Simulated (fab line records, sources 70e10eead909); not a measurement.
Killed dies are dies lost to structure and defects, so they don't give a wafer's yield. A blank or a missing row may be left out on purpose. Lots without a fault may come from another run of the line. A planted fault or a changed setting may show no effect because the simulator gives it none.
Problem report in the 8D (eight disciplines) form, filled by code | flow nand_harc | the parts of the form that need people (team, actions taken, sign-off) are left out

1. THE PROBLEM
cd_nm at NHARC_A_CONTACT_CD_MEAS_42 reads a mean of 211.9 nm on 6 wafers of 2 lots; wafers without a fault read 200.0 nm with a standard deviation of 0.65. That is +18 standard deviations from the usual mean.
The step: target cd 200 nm.
First seen on wafer L491.1, day 18 19:35, on cd_sem-02. The record holds 33 wafers of 11 lots with a number at this step. Rule for "out", or "out of limits": more than 4 standard deviations from the usual mean. The other wafers with a number count as sound.

2. WHAT IT IS AND WHAT IT IS NOT
question                    | is                     | is not
which readings at this step | cd_nm                  | -
which lots                  | L491, L496             | L483, L484, L485, L487, L488, L490, L495, L502, L505
which wafers of those lots  | all that have a number | -
read on which gauges        | cd_sem-02, cd_sem-03   | cd_sem-01
when                        | from day 18 19:35      | up to then (18 sound wafers); but 9 sound wafers of L495, L502, L505 came after

3. SUSPECTS, AND WHAT RULES EACH OUT
Counting: a tool at a process step up to the reading stays a suspect if it ran every lot that is out and no sound lot after the first of them.
- the gauge at NHARC_A_CONTACT_CD_MEAS_42: ruled out. The wafers that are out were read on 2 gauges (cd_sem-02, cd_sem-03).
- arfi_scanner-01 at NHARC_A_CONTACT_EXPOSE_39 (exposes mask A CC 3): kept. It ran every lot that is out, first L491 (day 18 19:26), and no sound lot after that; its last sound lot up to then is L488 (day 16 18:37). Its own readings are out on those wafers: exposure_dose_mJ_cm2.
Left after counting: arfi_scanner-01 at NHARC_A_CONTACT_EXPOSE_39.

4. THE CAUSE (what the simulator had put in)
Process parameter drift: arfi_scanner-01, from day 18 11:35 on, at NHARC_A_CONTACT_EXPOSE_39. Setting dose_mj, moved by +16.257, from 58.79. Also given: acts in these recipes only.
Counting left only this tool.

5. THE CHAIN OF EFFECTS, in route order
Each row: a reading whose mean over the struck wafers that have a number lies more than 3 standard deviations from the usual. Only readings for which the record gives a usual standard deviation are gone through. hours: the time from each lot's start at the first step in this table that gives one to its start at this step, as a median over the lots. sigmas: the change in usual standard deviations.
hours | step                       | reading              | usual    | on struck wafers | change | sigmas
0     | NHARC_A_CONTACT_EXPOSE_39  | exposure_dose_mJ_cm2 | 58.76    | 73.41            | +14.65 | +99 or more
0     | NHARC_A_CONTACT_CD_MEAS_42 | cd_nm                | 200.0 nm | 211.9            | +11.9  | +18
The process steps in it:
- NHARC_A_CONTACT_EXPOSE_39: exposes mask A CC 3.
Later measuring or inspecting steps at which every struck wafer that the step has a row for has a number for every such reading, and none has moved that far: NHARC_END_SORT_01.

6. WHAT WOULD HAVE CAUGHT IT SOONER
In this record the first reading out of limits at a measuring or inspecting step was taken at day 18 19:35, 8 hours after the fault began at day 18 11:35.
The tool's own readings at NHARC_A_CONTACT_EXPOSE_39 were out on every struck wafer that the step has a row for (exposure_dose_mJ_cm2): an alarm limit on them would have fired on the first of those.
Of the lots that are out (2), L496 began NHARC_A_CONTACT_EXPOSE_39 on arfi_scanner-01 after day 18 19:35. A hold on the tool at that time would have spared it.
